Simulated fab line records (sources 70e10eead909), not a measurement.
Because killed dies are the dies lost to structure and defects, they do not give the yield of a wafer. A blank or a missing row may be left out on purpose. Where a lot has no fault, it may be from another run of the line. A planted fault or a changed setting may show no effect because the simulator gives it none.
Matching of chambers -- flow nand harc -- NHARC_A_STAIRCASE_DEP_151 on pecvd-02: 3 sister chambers
The step deposits SiO2, target thk 3800 nm. 20 wafers are shown with their chamber, then 10 later ones without.

EACH WAFER AND ITS CHAMBER
wafer,chamber,heater power w (W),heater power outer w (W)
L075.2,0,821,465
L075.3,1,664,400
L075.5,0,655,361
L076.2,2,840,490
L076.4,2,706,403
L076.5,1,602,360
L081.1,0,815,440
L081.2,1,736,460
L081.4,0,667,347
L082.1,0,676,357
L082.3,1,710,441
L082.5,0,668,352
L086.1,0,751,422
L086.4,2,745,394
L086.6,1,571,352
L090.1,2,823,451
L090.3,1,642,400
L090.6,0,678,348
L089.1,2,817,473
L089.2,0,806,452

SIGNATURES (averages over the wafers above)
reading,chamber 0,chamber 1,chamber 2,scatter within a chamber
heater power w,726.33,654.17,786.20,65.8
heater power outer w,393.78,402.17,442.20,46.1
Rule: distance of a wafer from a chamber = root of the sum over the readings of ((wafer's reading minus chamber's mean) / reading's scatter) squared. If the next closest chamber is less than 2 further off than the closest, the wafer can't be placed; otherwise it belongs to the closest. The scatter: take each reading less its chamber's mean, square it, sum over the shown wafers, divide by the number of wafers less the number of chambers, and take the root.

WAFERS MISSING THEIR CHAMBER
wafer,heater power w (W),heater power outer w (W)
L089.5,745,412
L093.1,847,497
L093.2,726,381
L093.6,597,365
L092.1,838,482
L092.3,768,433
L092.4,731,401
L094.1,731,452
L094.4,677,346
L094.6,601,355

WHICH CHAMBER EACH ONE RAN IN
wafer,from the rows above,in truth
L089.5,can't be placed: 0 or 2 or 1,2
L093.1,can't be placed: 2 or 0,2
L093.2,can't be placed: 0 or 1 or 2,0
L093.6,can't be placed: 1 or 0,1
L092.1,can't be placed: 2 or 0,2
L092.3,can't be placed: 2 or 0 or 1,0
L092.4,can't be placed: 0 or 1 or 2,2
L094.1,can't be placed: 2 or 0 or 1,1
L094.4,can't be placed: 1 or 0 or 2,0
L094.6,can't be placed: 1 or 0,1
Correctly placed: 0 of 10. Cannot be placed on the basis of these rows: 10; the candidates contain the true chamber in 10. Placed wrongly: 0.
